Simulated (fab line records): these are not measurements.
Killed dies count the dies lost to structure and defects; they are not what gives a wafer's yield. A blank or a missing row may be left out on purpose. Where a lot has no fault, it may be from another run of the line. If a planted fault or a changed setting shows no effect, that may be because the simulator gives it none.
Matching of chambers	flow n5-finfet	4 sister chambers for N5_BEOL_M3_ETCH_69 on rie-diel-03
The step etches SiARC in CF4, target depth 15.6 nm, time 26 s. 14 wafers are shown with their chamber, then 7 later ones without.

## WAFERS PAIRED WITH THEIR CHAMBERS
wafer	chamber	drypump-motor-current-A (A)	oes-product-au (a.u.)	showerhead-plenum-p-Torr (Torr)
L076.1	0	5.5	0.70	2.16
L076.2	3	5.4	0.60	2.13
L076.4	3	5.4	0.60	2.13
L077.1	0	5.5	0.69	2.15
L077.5	3	5.3	0.60	2.13
L077.6	2	4.8	0.83	2.20
L081.1	0	5.5	0.69	2.15
L081.2	2	4.8	0.82	2.19
L081.6	2	4.8	0.82	2.19
L085.3	0	5.5	0.69	2.15
L085.4	3	5.3	0.60	2.13
L085.5	0	5.5	0.68	2.15
L087.3	1	5.4	0.69	2.15
L087.5	1	5.4	0.68	2.15

SIGNATURES (means of the wafers above)
reading	chamber 0	chamber 1	chamber 2	chamber 3	scatter within a chamber
drypump-motor-current-A	5.500	5.400	4.800	5.350	0.0316
oes-product-au	0.6900	0.6850	0.8233	0.6000	0.00563
showerhead-plenum-p-Torr	2.1520	2.1500	2.1933	2.1300	0.00383
Rule: distance of a wafer from a chamber = root of the sum over the readings of ((wafer's reading minus chamber's mean) / reading's scatter) squared. The wafer belongs to the nearest chamber; if the next one is less than 2 further off, it can't be placed. The scatter: the root of (the sum of the squares of (reading less its chamber's mean) over the shown wafers, divided by (wafers less chambers)).

## WAFERS WITH NO CHAMBER GIVEN
wafer	drypump-motor-current-A (A)	oes-product-au (a.u.)	showerhead-plenum-p-Torr (Torr)
L087.6	4.8	0.80	2.19
L092.1	5.3	0.59	2.12
L092.2	5.4	0.68	2.15
L092.3	5.6	0.68	2.14
L096.2	4.8	0.77	2.19
L096.4	5.4	0.67	2.15
L096.6	4.8	0.78	2.19

## CHAMBER TAKEN BY EACH
wafer	from the rows above	in truth
L087.6	2	2
L092.1	3	3
L092.2	1	1
L092.3	0	0
L096.2	2	2
L096.4	1	1
L096.6	2	2
Placed correctly: 7 of 7. Not placeable from these rows: 0. Placed wrongly: 0.
